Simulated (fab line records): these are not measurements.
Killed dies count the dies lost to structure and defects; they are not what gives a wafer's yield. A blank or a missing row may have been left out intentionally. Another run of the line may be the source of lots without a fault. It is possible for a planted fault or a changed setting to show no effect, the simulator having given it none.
What tool caused it? | flow nand harc | 12 lots, 36 wafers sampled, at 6 steps of a route of 1302

WHAT EACH GAUGE READ, for each wafer
NHARC_P_GATE_CD_MEAS_26: target cd 120 nm.
lot  | measured     | on        | cd nm (nm)
L129 | day 4 23:29  | cd sem-03 | 119.2 119.7 120.1
L130 | day 5 13:41  | cd sem-03 | 120.3 120.7 120.9
L132 | day 6 09:16  | cd sem-01 | 120.1 119.9 119.1
L134 | day 7 03:11  | cd sem-03 | 120.1 120.1 120.1
L133 | day 7 03:20  | cd sem-01 | 120.9 120.3 120.9
L136 | day 8 02:38  | cd sem-02 | 120.7 120.3 120.9
L138 | day 8 19:42  | cd sem-03 | 119.3 120.1 120.3
L141 | day 9 22:53  | cd sem-01 | 120.3 120.0 119.8
L147 | day 12 19:05 | cd sem-03 | 115.7 116.1 116.4
L149 | day 13 09:16 | cd sem-01 | 115.7 116.6 116.0
L150 | day 13 22:07 | cd sem-02 | 120.1 119.9 120.1
L151 | day 14 07:27 | cd sem-01 | 119.8 119.7 119.7

NHARC_P_GATE_OVL_MEAS_27.
lot  | measured     | on         | overlay x nm (nm) | overlay y nm (nm)
L129 | day 4 23:35  | overlay-02 | 0.2 0.0 0.8       | 0.7 0.5 0.2
L130 | day 5 13:46  | overlay-01 | -1.6 -1.2 -1.6    | 0.7 0.9 0.9
L132 | day 6 09:21  | overlay-01 | 0.3 0.5 0.0       | 0.4 0.5 0.8
L134 | day 7 03:17  | overlay-01 | 0.0 0.3 0.6       | 0.6 0.4 1.2
L133 | day 7 03:26  | overlay-02 | 2.1 1.5 2.4       | -0.8 -0.8 -0.5
L136 | day 8 02:43  | overlay-01 | -0.1 -0.1 0.0     | 0.4 -0.2 0.3
L138 | day 8 19:47  | overlay-02 | -0.3 -0.3 0.5     | 0.5 0.0 0.1
L141 | day 9 22:59  | overlay-01 | -0.6 -0.5 -0.2    | 0.7 -0.1 0.1
L147 | day 12 19:11 | overlay-01 | 1.5 1.4 1.5       | 0.6 -0.4 -0.4
L149 | day 13 09:21 | overlay-01 | 1.2 1.2 1.8       | 1.3 0.6 0.6
L150 | day 13 22:12 | overlay-02 | -1.4 -1.7 -1.2    | 0.6 0.3 0.6
L151 | day 14 07:32 | overlay-02 | 0.7 0.1 0.0       | -0.5 -0.6 -0.4

NHARC_END_SORT_01.
lot  | measured     | on        | killed at array | killed at other | killed at periphery | killed dies | killed open | killed short
L129 | day 25 03:39 | prober-01 | 78 55 72        | 0 0 0           | 2 2 6               | 80 57 78    | 3 5 5       | 3 2 6
L136 | day 27 08:58 | prober-01 | 73 80 64        | 2 0 0           | 1 1 3               | 76 81 67    | 2 4 6       | 1 3 3
L138 | day 28 15:47 | prober-01 | 53 44 43        | 0 1 2           | 2 2 5               | 55 47 50    | 4 4 6       | 1 1 2
L147 | day 32 17:34 | prober-01 | 60 53 66        | 0 0 0           | 3 3 2               | 63 56 68    | 3 2 5       | 3 3 2
L150 | day 33 06:08 | prober-02 | 70 59 59        | 1 3 6           | 2 3 6               | 73 65 71    | 5 5 3       | 4 3 3

EACH LOT AND THE TOOL THAT RAN IT (in order: tool; ch and the chambers of the sampled wafers; start)
lot  | NHARC_P_GATE_DEP_103            | NHARC_P_GATE_PEB_24               | NHARC_P_GATE_STRIP_101
L129 | pecvd-02 ch 0,1,2, day 4 22:56  | litho track-01 ch 0, day 4 23:25  | rie diel-03 ch 1,2,3, day 5 10:31
L130 | pecvd-02 ch 0,2, day 5 12:59    | litho track-04 ch 0, day 5 13:36  | rie diel-13 ch 1,2,3, day 6 00:40
L132 | pecvd-04 ch 0,1,2, day 6 08:43  | litho track-04 ch 0, day 6 09:11  | rie diel-03 ch 0,1,3, day 6 20:13
L134 | pecvd-02 ch 1,2, day 7 02:34    | litho track-01 ch 0, day 7 03:07  | rie diel-13 ch 0,2,3, day 7 14:23
L133 | pecvd-01 ch 1,2, day 7 02:40    | litho track-04 ch 0, day 7 03:16  | rie diel-06 ch 1,2, day 7 14:26
L136 | pecvd-04 ch 0,1,2, day 8 01:56  | litho track-04 ch 0, day 8 02:33  | rie diel-06 ch 1,3, day 8 13:47
L138 | pecvd-01 ch 0,2, day 8 19:11    | litho track-06 ch 0, day 8 19:37  | rie diel-13 ch 1,2,3, day 9 06:43
L141 | pecvd-02 ch 0,2, day 9 22:13    | litho track-01 ch 0, day 9 22:49  | rie diel-03 ch 1,2, day 10 10:02
L147 | pecvd-01 ch 0,1,2, day 12 18:35 | litho track-06 ch 0, day 12 19:01 | rie diel-13 ch 0,1, day 13 06:10
L149 | pecvd-01 ch 0,1, day 13 08:35   | litho track-06 ch 0, day 13 09:11 | rie diel-13 ch 1,2, day 13 20:20
L150 | pecvd-01 ch 1,2, day 13 21:26   | litho track-04 ch 0, day 13 22:02 | rie diel-03 ch 0,3, day 14 09:17
L151 | pecvd-02 ch 1,2, day 14 06:48   | litho track-01 ch 0, day 14 07:22 | rie diel-13 ch 2,3, day 14 18:25
- NHARC_P_GATE_DEP_103: deposits SiON, target thk 30 nm.
- NHARC_P_GATE_PEB_24: peb time 65 s.
- NHARC_P_GATE_STRIP_101: strips in O2, time 20 s.

WHAT THE TOOLS THEMSELVES READ (means of the sampled wafers that have a number; where no wafer has one, the mark that the record gives instead)
NHARC_P_GATE_DEP_103.
lot  | tool     | heater power w (W) | susceptor temp C (C)
L129 | pecvd-02 | 779                | 400.01
L130 | pecvd-02 | 728                | 399.89
L132 | pecvd-04 | 770                | 399.90
L134 | pecvd-02 | 849                | 400.09
L133 | pecvd-01 | 756                | 399.91
L136 | pecvd-04 | 764                | 399.95
L138 | pecvd-01 | 772                | 400.11
L141 | pecvd-02 | 706                | 400.16
L147 | pecvd-01 | 763                | 399.92
L149 | pecvd-01 | 709                | 399.97
L150 | pecvd-01 | 717                | 399.96
L151 | pecvd-02 | 778                | 400.02

NHARC_P_GATE_PEB_24.
lot  | tool           | exhaust pa (Pa)
L129 | litho track-01 | 45.3
L130 | litho track-04 | 44.7
L132 | litho track-04 | 44.3
L134 | litho track-01 | 44.3
L133 | litho track-04 | 45.2
L136 | litho track-04 | 44.9
L138 | litho track-06 | 45.0
L141 | litho track-01 | 44.6
L147 | litho track-06 | 45.2
L149 | litho track-06 | 44.5
L150 | litho track-04 | 45.1
L151 | litho track-01 | 45.8

NHARC_P_GATE_STRIP_101.
lot  | tool        | drypump motor current A (A) | oes product au (a.u.) | rf vpp V (V) | showerhead plenum p Torr (Torr) | throttle valve pct (%)
L129 | rie diel-03 | 5.1                         | 1.006                 | 57.9         | 3.60                            | 17.038
L130 | rie diel-13 | 5.0                         | 0.995                 | 57.7         | 3.55                            | 17.045
L132 | rie diel-03 | 5.0                         | 0.997                 | 58.3         | 3.58                            | 17.038
L134 | rie diel-13 | 5.4                         | 1.002                 | 57.5         | 3.60                            | 17.034
L133 | rie diel-06 | 5.4                         | 0.994                 | 57.4         | 3.36                            | 17.034
L136 | rie diel-06 | 5.9                         | 1.005                 | 56.4         | 3.31                            | 17.039
L138 | rie diel-13 | 5.1                         | 1.000                 | 57.9         | 3.55                            | 17.036
L141 | rie diel-03 | 5.1                         | 1.004                 | 58.4         | 3.55                            | 17.029
L147 | rie diel-13 | 5.1                         | 0.997                 | 57.6         | 3.37                            | 17.041
L149 | rie diel-13 | 4.8                         | 1.001                 | 57.5         | 3.51                            | 17.037
L150 | rie diel-03 | 5.0                         | 0.994                 | 57.2         | 3.67                            | 17.041
L151 | rie diel-13 | 5.1                         | 0.987                 | 57.4         | 3.64                            | 17.040

THE ANSWER, worked out from the rows above alone
Rule: the usual values come from the lots themselves. The widest of any qualifying gaps counts: lots, ordered by their means at a reading, are off when they make up no more than a third of the lots, leave a main group of 4 or more, and stand apart from it by 3 or more times the standard deviation of that group's means. The tables above print the reading to a certain number of digits; a main group whose means all agree to those digits is not used. Also off: a lot with no number at a reading for which 4 or more lots have one. Any other lot the step has rows for is counted as sound. The gauges are gone through in route order, then the tools' own readings, and for those a lot's mean is taken as printed above. At the first step where some lot is off, the reading lying furthest off is the one used; lots without a number count as furthest.
Off at NHARC_P_GATE_CD_MEAS_26 (cd nm): L147, L149. Mean 120.1 nm and standard deviation 0.38 in the main group.
If a tool, at a process step before that reading, ran all the lots that are off and no sound lot after the first of them, it fits. The gauges at NHARC_P_GATE_CD_MEAS_26 are tried like those tools. One candidate fits, namely litho track-06 at NHARC_P_GATE_PEB_24. A fault onset in the window from L138 (day 8 19:37, its last sound lot) to L147 (day 12 19:01, its first lot off) fits.

WHAT THE SIMULATOR PUT IN
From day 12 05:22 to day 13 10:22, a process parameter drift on litho track-06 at NHARC_P_GATE_PEB_24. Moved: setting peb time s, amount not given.
Shown lots that were struck: L147, L149. This agrees with what the rule above found.
